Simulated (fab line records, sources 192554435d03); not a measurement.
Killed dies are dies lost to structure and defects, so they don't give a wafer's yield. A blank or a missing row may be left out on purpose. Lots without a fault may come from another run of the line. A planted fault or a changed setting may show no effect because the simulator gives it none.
Chamber matching | flow n5_finfet | N5_DUMMY_GATE_ETCH_29 on rie_diel-01: 4 sister chambers
The step etches underlayer in N2/H2, target depth 13 nm. 4 wafers are shown with their chamber, then 7 later ones without.

WAFERS WITH THEIR CHAMBER
wafer  | chamber | showerhead_plenum_p_Torr (Torr)
L086.4 | 1       | 2.62
L086.5 | 0       | 2.65
L090.1 | 3       | 2.52
L090.3 | 2       | 2.53

WAFERS WITHOUT THEIR CHAMBER
wafer  | showerhead_plenum_p_Torr (Torr)
L090.6 | 2.53
L092.2 | 2.65
L092.4 | 2.53
L092.6 | 2.53
L096.1 | 2.61
L096.4 | 2.51
L096.5 | 2.51

WHICH CHAMBER EACH WENT THROUGH
wafer  | from the rows above     | in truth
L090.6 | can't be placed: 2 or 3 | 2
L092.2 | 0                       | 0
L092.4 | can't be placed: 2 or 3 | 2
L092.6 | can't be placed: 2 or 3 | 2
L096.1 | 1                       | 1
L096.4 | can't be placed: 3 or 2 | 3
L096.5 | can't be placed: 3 or 2 | 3
Placed correctly: 2 of 7. Can't be placed from these rows: 5 (the true chamber is among the candidates in 5). Placed wrongly: 0.
How it was worked out, from the rows above alone: a wafer's distance from a chamber is the root of the sum, over the readings, of the square of ((its reading less the chamber's mean) divided by the reading's scatter). The wafer belongs to the nearest chamber; if the next one is less than 2 further off, it can't be placed. A chamber's mean is the mean of its shown wafers. The scatter: with one shown wafer a chamber, the root of the mean of the squares of how far each hidden wafer lies from its nearest shown one.
